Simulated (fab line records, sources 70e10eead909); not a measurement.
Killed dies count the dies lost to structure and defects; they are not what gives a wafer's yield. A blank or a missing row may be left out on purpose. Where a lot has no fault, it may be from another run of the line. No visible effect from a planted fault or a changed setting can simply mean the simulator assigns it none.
Which of the tools did it?	flow nand_harc	60 wafers from 20 lots sampled at 6 of the route's 1302 steps

== WHAT EACH GAUGE READ, for each wafer ==
The record holds no reading of a measuring or inspecting step that can be judged against a usual standard deviation.

== WHAT TOOL EACH LOT RAN ON (gives the tool, then ch and the chambers of the sampled wafers, and finally the start) ==
lot	NHARC_A_STAIRCASE_DESCUM_219	NHARC_A_STAIRCASE_TRIM_224	NHARC_A_STAIRCASE_TRIM_231	NHARC_A_STAIRCASE_ETCH_271	NHARC_A_STAIRCASE_HM_OPEN_460	NHARC_A_STAIRCASE_STRIP_295
L075	rie_diel-07 ch 2,3, day 16 15:13	rie_diel-07 ch 1,2, day 17 07:40 or earlier	rie_diel-10 ch 0,1,2, day 17 07:40 or earlier	rie_diel-10 ch 0,1,2, day 17 07:40	rie_diel-10 ch 0,3, no start	rie_diel-10 ch 1,2,3, no start
L074	rie_diel-07 ch 2,3, day 16 15:58	rie_diel-07 ch 0,1, day 17 09:07 or earlier	rie_diel-10 ch 0,2, day 17 09:07 or earlier	rie_diel-02 ch 2,3, day 17 09:07	rie_diel-07 ch 0,2, no start	rie_diel-07 ch 2,3, no start
L077	rie_diel-10 ch 0,1,3, day 16 21:24	rie_diel-10 ch 0,1, day 17 11:07 or earlier	rie_diel-07 ch 0,1,3, day 17 11:07 or earlier	rie_diel-07 ch 1,2, day 17 11:07	rie_diel-07 ch 1,2,3, no start	rie_diel-07 ch 1,2,3, no start
L076	rie_diel-07 ch 0,2,3, day 16 23:42	rie_diel-07 ch 0,3, day 17 14:01 or earlier	rie_diel-02 ch 0,2, day 17 14:01 or earlier	rie_diel-10 ch 0,2,3, day 17 14:01	rie_diel-10 ch 0,3, no start	rie_diel-10 ch 0,1,2, no start
L079	rie_diel-07 ch 1,2,3, day 18 03:28	rie_diel-07 ch 0,2,3, day 18 11:01 or earlier	rie_diel-07 ch 0,1, day 18 11:01 or earlier	rie_diel-02 ch 2,3, day 18 11:01	rie_diel-07 ch 2,3, no start	rie_diel-07 ch 0,1, no start
L078	rie_diel-10 ch 0,3, day 18 04:00	rie_diel-10 ch 2,3, day 18 12:19 or earlier	rie_diel-02 ch 1,2, day 18 12:19 or earlier	rie_diel-07 ch 0,2,3, day 18 12:19	rie_diel-02 ch 2,3, no start	rie_diel-02 ch 1,2, no start
L081	rie_diel-07 ch 1,2, day 18 16:18	rie_diel-07 ch 0,1, day 19 04:02 or earlier	rie_diel-02 ch 1,2, day 19 04:02 or earlier	rie_diel-02 ch 1,2, day 19 04:02	rie_diel-10 ch 2,3, no start	rie_diel-10 ch 1,2, no start
L082	rie_diel-10 ch 0,1,3, day 19 20:39	rie_diel-10 ch 0,2,3, day 20 05:10 or earlier	rie_diel-10 ch 0,2,3, day 20 05:10 or earlier	rie_diel-07 ch 0,2,3, day 20 05:10	rie_diel-07 ch 0,2,3, no start	rie_diel-07 ch 0,1,3, no start
L083	rie_diel-02 ch 0,1,2, day 20 07:17	rie_diel-02 ch 1,2,3, day 20 20:09 or earlier	rie_diel-02 ch 0,2,3, day 20 20:09 or earlier	rie_diel-10 ch 0,2,3, day 20 20:09	rie_diel-02 ch 0,1,3, no start	rie_diel-02 ch 0,1,3, no start
L085	rie_diel-10 ch 0,2,3, day 20 12:21	rie_diel-10 ch 0,1,2, day 20 23:20 or earlier	rie_diel-07 ch 0,1,2, day 20 23:20 or earlier	rie_diel-02 ch 0,2, day 20 23:20	rie_diel-02 ch 0,1,2, no start	rie_diel-02 ch 1,2,3, no start
L084	rie_diel-10 ch 0,1,2, day 20 13:47	rie_diel-10 ch 0,1,3, day 21 01:36 or earlier	rie_diel-07 ch 0,2, day 21 01:36 or earlier	rie_diel-02 ch 2,3, day 21 01:36	rie_diel-07 ch 2,3, no start	rie_diel-07 ch 2,3, no start
L087	rie_diel-07 ch 0,3, day 21 11:48	rie_diel-07 ch 1,2,3, day 21 22:07 or earlier	rie_diel-07 ch 1,2,3, day 21 22:07 or earlier	rie_diel-10 ch 0,1, day 21 22:07	rie_diel-07 ch 2,3, no start	rie_diel-07 ch 1,2,3, no start
L089	rie_diel-10 ch 1,2, day 22 07:36	rie_diel-10 ch 0,2, day 22 15:18 or earlier	rie_diel-10 ch 0,1,2, day 22 15:18 or earlier	rie_diel-02 ch 1,2,3, day 22 15:18	rie_diel-02 ch 2,3, no start	rie_diel-02 ch 0,3, no start
L088	rie_diel-07 ch 1,2,3, day 22 08:46	rie_diel-07 ch 2,3, day 22 17:08 or earlier	rie_diel-10 ch 1,2,3, day 22 17:08 or earlier	rie_diel-02 ch 0,1, day 22 17:08	rie_diel-07 ch 0,2, no start	rie_diel-07 ch 0,2, no start
L090	rie_diel-07 ch 0,2, day 23 04:37	rie_diel-07 ch 0,1, day 23 15:23 or earlier	rie_diel-10 ch 1,3, day 23 15:23 or earlier	rie_diel-10 ch 0,2,3, day 23 15:23	rie_diel-07 ch 1,3, no start	rie_diel-07 ch 1,2, no start
L091	rie_diel-02 ch 0,1,3, day 23 17:22	rie_diel-02 ch 0,1,3, day 24 09:07 or earlier	rie_diel-10 ch 0,2,3, day 24 09:07 or earlier	rie_diel-10 ch 1,2,3, day 24 09:07	rie_diel-10 ch 0,2,3, no start	rie_diel-10 ch 0,1,3, no start
L093	rie_diel-07 ch 1,2,3, day 24 04:01	rie_diel-07 ch 0,1,2, day 24 17:07 or earlier	rie_diel-07 ch 0,1,3, day 24 17:07 or earlier	rie_diel-10 ch 1,2,3, day 24 17:07	rie_diel-07 ch 0,1,3, no start	rie_diel-07 ch 0,1,2, no start
L094	rie_diel-02 ch 0,1,3, day 24 12:04	rie_diel-02 ch 0,1,3, day 24 20:54 or earlier	rie_diel-02 ch 0,1, day 24 20:54 or earlier	rie_diel-10 ch 0,2, day 24 20:54	rie_diel-07 ch 0,2, no start	rie_diel-07 ch 0,2, no start
L096	rie_diel-02 ch 1,3, day 25 13:10	rie_diel-02 ch 1,2, day 26 00:53 or earlier	rie_diel-07 ch 0,1, day 26 00:53 or earlier	rie_diel-07 ch 0,1,3, day 26 00:53	rie_diel-02 ch 0,1,3, no start	rie_diel-02 ch 1,3, no start
L097	rie_diel-10 ch 1,2, day 25 13:19	rie_diel-10 ch 1,2,3, day 26 00:58 or earlier	rie_diel-02 ch 1,2,3, day 26 00:58 or earlier	rie_diel-02 ch 0,1, day 26 00:58	rie_diel-07 ch 0,1,3, no start	rie_diel-07 ch 0,2,3, no start
- NHARC_A_STAIRCASE_DESCUM_219: chemistry O2, time 3 s.
- NHARC_A_STAIRCASE_TRIM_224: chemistry O2, time 211.2 s.
- NHARC_A_STAIRCASE_TRIM_231: chemistry O2, time 211.2 s.
- NHARC_A_STAIRCASE_ETCH_271: etches the open film in CF4/CHF3.
- NHARC_A_STAIRCASE_HM_OPEN_460: chemistry O2/COS.
- NHARC_A_STAIRCASE_STRIP_295: strips in O2.

== WHAT THE TOOLS THEMSELVES READ (means of the sampled wafers that have a number; where no wafer has one, the mark that the record gives instead) ==
NHARC_A_STAIRCASE_DESCUM_219. Usual: drypump_motor_current_A 5.6 A, standard deviation 0.43; oes_product_au 0.999 a.u., standard deviation 0.013; rf_vpp_V 57.7 V, standard deviation 0.98; showerhead_plenum_p_Torr 1.90 Torr, standard deviation 0.093; throttle_valve_pct 11.312 %, standard deviation 0.0096.
lot	tool	drypump_motor_current_A (A)	oes_product_au (a.u.)	rf_vpp_V (V)	showerhead_plenum_p_Torr (Torr)	throttle_valve_pct (%)	flag
L075	rie_diel-07	6.1	1.004	58.7	1.89	11.313	
L074	rie_diel-07	6.2	1.003	57.6	1.89	11.313	
L077	rie_diel-10	5.6	1.013	58.0	1.90	11.316	
L076	rie_diel-07	6.0	0.995	56.7	1.85	11.309	
L079	rie_diel-07	6.0	0.996	57.8	1.89	11.306	
L078	rie_diel-10	5.3	1.000	57.3	1.91	11.312	
L081	rie_diel-07	5.9	0.997	57.1	1.83	11.308	
L082	rie_diel-10	5.6	0.995	58.4	1.89	11.324	
L083	rie_diel-02	5.5	1.000	57.7	1.96	11.312	
L085	rie_diel-10	5.3	1.003	58.4	1.91	11.312	
L084	rie_diel-10	5.6	1.008	58.5	1.89	11.317	
L087	rie_diel-07	6.1	0.987	58.1	1.89	11.309	
L089	rie_diel-10	5.6	1.016	58.0	1.80	11.317	
L088	rie_diel-07	6.0	0.993	57.5	1.88	11.304	
L090	rie_diel-07	5.8	0.991	57.1	1.80	11.309	
L091	rie_diel-02	5.2	0.988	59.0	2.00	11.313	
L093	rie_diel-07	6.0	0.986	56.9	1.87	11.309	
L094	rie_diel-02	5.2	0.993	58.4	2.00	11.314	
L096	rie_diel-02	5.2	0.997	57.4	2.02	11.311	
L097	rie_diel-10	5.5	1.017	58.0	1.79	11.309	

NHARC_A_STAIRCASE_TRIM_224. Usual: drypump_motor_current_A 5.7 A, standard deviation 0.42; oes_product_au 0.997 a.u., standard deviation 0.011; rf_vpp_V 57.6 V, standard deviation 0.92; showerhead_plenum_p_Torr 3.51 Torr, standard deviation 0.16; throttle_valve_pct 17.037 %, standard deviation 0.008.
lot	tool	drypump_motor_current_A (A)	oes_product_au (a.u.)	rf_vpp_V (V)	showerhead_plenum_p_Torr (Torr)	throttle_valve_pct (%)	flag
L075	rie_diel-07	5.9	1.002	57.3	3.40	17.036	
L074	rie_diel-07	5.8	0.991	56.9	3.48	17.027	
L077	rie_diel-10	6.0	1.012	57.6	3.47	17.041	
L076	rie_diel-07	6.0	0.996	58.1	3.44	17.031	
L079	rie_diel-07	6.0	0.993	57.3	3.42	17.035	
L078	rie_diel-10	4.9	1.014	56.6	3.40	17.035	
L081	rie_diel-07	5.8	0.994	58.2	3.47	17.035	
L082	rie_diel-10	5.3	1.009	57.3	3.52	17.034	
L083	rie_diel-02	5.5	0.990	57.8	3.65	17.038	
L085	rie_diel-10	5.5	1.007	58.2	3.48	17.037	
L084	rie_diel-10	5.6	1.007	57.6	3.49	17.037	
L087	rie_diel-07	6.0	0.993	57.3	3.46	17.042	
L089	rie_diel-10	5.6	1.003	57.5	3.63	17.025	
L088	rie_diel-07	6.1	0.984	57.1	3.47	17.031	
L090	rie_diel-07	5.8	0.993	57.1	3.46	17.035	
L091	rie_diel-02	5.2	0.995	58.0	3.68	17.038	
L093	rie_diel-07	5.8	0.996	56.6	3.38	17.034	
L094	rie_diel-02	5.2	0.989	58.0	3.68	17.040	
L096	rie_diel-02	5.7	0.991	57.4	3.54	17.031	
L097	rie_diel-10	5.2	1.003	57.0	3.34	17.036	

NHARC_A_STAIRCASE_TRIM_231. Usual: drypump_motor_current_A 5.6 A, standard deviation 0.44; oes_product_au 0.998 a.u., standard deviation 0.011; rf_vpp_V 57.7 V, standard deviation 0.92; showerhead_plenum_p_Torr 3.50 Torr, standard deviation 0.16; throttle_valve_pct 17.037 %, standard deviation 0.0097.
lot	tool	drypump_motor_current_A (A)	oes_product_au (a.u.)	rf_vpp_V (V)	showerhead_plenum_p_Torr (Torr)	throttle_valve_pct (%)	flag
L075	rie_diel-10	5.6	1.015	58.2	3.50	17.042	
L074	rie_diel-10	5.6	1.020	58.7	3.66	17.035	
L077	rie_diel-07	5.9	0.998	57.7	3.49	17.039	
L076	rie_diel-02	5.5	0.982	58.5	3.58	17.040	
L079	rie_diel-07	5.8	0.997	57.7	3.48	17.036	
L078	rie_diel-02	5.7	1.001	58.1	3.57	17.045	
L081	rie_diel-02	5.8	0.998	57.7	3.57	17.039	
L082	rie_diel-10	5.2	0.989	57.7	3.52	17.027	
L083	rie_diel-02	5.5	0.993	57.1	3.61	17.037	
L085	rie_diel-07	5.8	0.994	58.5	3.40	17.038	
L084	rie_diel-07	5.9	1.002	58.1	3.32	17.038	
L087	rie_diel-07	6.0	0.992	57.5	3.46	17.033	
L089	rie_diel-10	5.6	1.003	57.0	3.48	17.033	
L088	rie_diel-10	5.2	1.005	57.1	3.36	17.031	
L090	rie_diel-10	5.3	1.004	57.6	3.36	17.044	
L091	rie_diel-10	5.2	1.003	57.3	3.50	17.039	
L093	rie_diel-07	6.0	0.989	58.0	3.47	17.026	
L094	rie_diel-02	5.3	0.996	58.2	3.64	17.034	
L096	rie_diel-07	5.8	0.995	57.6	3.45	17.044	
L097	rie_diel-02	5.5	0.999	57.4	3.63	17.031	

NHARC_A_STAIRCASE_ETCH_271. Usual: drypump_motor_current_A 5.6 A, standard deviation 0.45; oes_product_au 0.952 a.u., standard deviation 0.023; rf_vpp_V 370.5 V, standard deviation 2.7; showerhead_plenum_p_Torr 1.57 Torr, standard deviation 0.076; throttle_valve_pct 16.802 %, standard deviation 0.009.
lot	tool	drypump_motor_current_A (A)	oes_product_au (a.u.)	rf_vpp_V (V)	showerhead_plenum_p_Torr (Torr)	throttle_valve_pct (%)	flag
L075	rie_diel-10	5.5	0.976	371.6	1.56	16.794	
L074	rie_diel-02	5.5	0.964	373.3	1.63	16.799	
L077	rie_diel-07	5.8	0.969	369.6	1.55	16.807	
L076	rie_diel-10	5.3	0.980	370.3	1.58	16.807	
L079	rie_diel-02	5.7	0.964	372.2	1.60	16.799	
L078	rie_diel-07	6.0	0.952	369.2	1.52	16.808	
L081	rie_diel-02	5.7	0.958	371.0	1.59	16.795	
L082	rie_diel-07	6.0	0.922	368.9	1.52	16.805	
L083	rie_diel-10	5.3	0.952	370.9	1.57	16.793	
L085	rie_diel-02	5.5	0.921	372.2	1.59	16.801	
L084	rie_diel-02	5.7	0.917	370.9	1.59	16.794	
L087	rie_diel-10	6.0	0.976	371.0	1.61	16.802	
L089	rie_diel-02	5.5	0.959	372.4	1.62	16.817	
L088	rie_diel-02	5.2	0.967	373.0	1.64	16.800	
L090	rie_diel-10	5.2	0.976	370.3	1.56	16.796	
L091	rie_diel-10	5.2	0.926	367.8	1.49	16.794	
L093	rie_diel-10	5.3	0.973	368.6	1.49	16.803	
L094	rie_diel-10	5.6	0.972	372.2	1.61	16.801	
L096	rie_diel-07	5.9	0.943	369.4	1.54	16.807	
L097	rie_diel-02	5.3	0.966	372.3	1.64	16.800	

NHARC_A_STAIRCASE_HM_OPEN_460. Usual: drypump_motor_current_A 5.7 A, standard deviation 0.4; oes_product_au 0.997 a.u., standard deviation 0.011; rf_vpp_V 466.4 V, standard deviation 2.9; showerhead_plenum_p_Torr 3.09 Torr, standard deviation 0.13; throttle_valve_pct 28.331 %, standard deviation 0.0086.
lot	tool	drypump_motor_current_A (A)	oes_product_au (a.u.)	rf_vpp_V (V)	showerhead_plenum_p_Torr (Torr)	throttle_valve_pct (%)	flag
L075	rie_diel-10	5.7	1.024	470.1	3.23	28.326	
L074	rie_diel-07	5.9	1.006	464.2	2.95	28.335	
L077	rie_diel-07	6.0	1.001	466.2	3.08	28.321	
L076	rie_diel-10	5.7	1.011	468.9	3.23	28.327	
L079	rie_diel-07	6.1	1.002	465.5	3.08	28.335	
L078	rie_diel-02	5.7	0.998	467.2	3.16	28.329	
L081	rie_diel-10	4.9	1.001	465.3	3.01	28.336	
L082	rie_diel-07	6.0	1.000	465.0	3.01	28.330	
L083	rie_diel-02	5.3	0.999	470.8	3.27	28.332	
L085	rie_diel-02	5.5	0.993	467.8	3.19	28.342	
L084	rie_diel-07	6.0	0.993	465.2	3.00	28.328	
L087	rie_diel-07	6.1	0.986	465.5	3.07	28.332	
L089	rie_diel-02	5.5	0.978	470.2	3.22	28.334	
L088	rie_diel-07	5.8	0.985	463.4	2.95	28.324	
L090	rie_diel-07	6.1	0.991	467.3	3.13	28.327	
L091	rie_diel-10	5.3	1.007	466.2	3.09	28.333	
L093	rie_diel-07	5.9	0.994	466.2	3.06	28.326	
L094	rie_diel-07	5.9	1.005	462.7	2.92	28.337	
L096	rie_diel-02	5.2	0.995	470.0	3.25	28.326	
L097	rie_diel-07	5.9	0.979	465.1	3.06	28.328	

NHARC_A_STAIRCASE_STRIP_295. Usual: drypump_motor_current_A 5.7 A, standard deviation 0.41; oes_product_au 0.993 a.u., standard deviation 0.011; rf_vpp_V 57.7 V, standard deviation 0.92; showerhead_plenum_p_Torr 3.48 Torr, standard deviation 0.14; throttle_valve_pct 17.037 %, standard deviation 0.0081.
lot	tool	drypump_motor_current_A (A)	oes_product_au (a.u.)	rf_vpp_V (V)	showerhead_plenum_p_Torr (Torr)	throttle_valve_pct (%)	flag
L075	rie_diel-10	5.2	1.001	58.0	3.37	17.037	
L074	rie_diel-07	6.0	1.003	57.3	3.41	17.034	
L077	rie_diel-07	6.0	0.997	57.3	3.48	17.035	
L076	rie_diel-10	5.6	1.012	58.6	3.49	17.041	
L079	rie_diel-07	5.8	0.999	57.7	3.47	17.039	
L078	rie_diel-02	5.5	0.999	58.3	3.66	17.042	
L081	rie_diel-10	5.2	1.013	58.3	3.37	17.039	
L082	rie_diel-07	6.0	0.994	57.7	3.48	17.039	
L083	rie_diel-02	5.3	0.983	59.3	3.69	17.045	
L085	rie_diel-02	5.5	0.990	58.1	3.64	17.033	
L084	rie_diel-07	6.1	0.987	57.9	3.47	17.043	
L087	rie_diel-07	6.0	0.990	57.9	3.46	17.030	
L089	rie_diel-02	5.2	0.982	57.7	3.69	17.023	
L088	rie_diel-07	5.8	0.988	57.7	3.33	17.037	
L090	rie_diel-07	5.9	0.994	58.5	3.44	17.042	
L091	rie_diel-10	5.6	1.011	56.6	3.47	17.048	
L093	rie_diel-07	5.8	0.986	57.3	3.38	17.037	
L094	rie_diel-07	5.8	0.986	56.5	3.33	17.037	
L096	rie_diel-02	5.2	0.993	57.9	3.71	17.035	
L097	rie_diel-07	6.0	0.984	57.5	3.39	17.030	

== THE ANSWER, worked out from the rows above alone ==
Rule: a lot is off if the mean of its wafers that have a number lies more than 3 standard deviations from the usual mean. A lot without any number at a reading at which 4 lots or more have one is off too. All remaining lots with rows at the step are treated as sound. After the gauges, taken in route order, come the tools' own readings; for these a lot's mean is taken, as printed above. The first step at which some lot is off is used, and at that step the reading that is off furthest; a lot without a number counts as furthest.
Across all readings shown, no lot is off: no conclusion can be drawn from this.

== WHAT THE SIMULATOR HAD INSERTED ==
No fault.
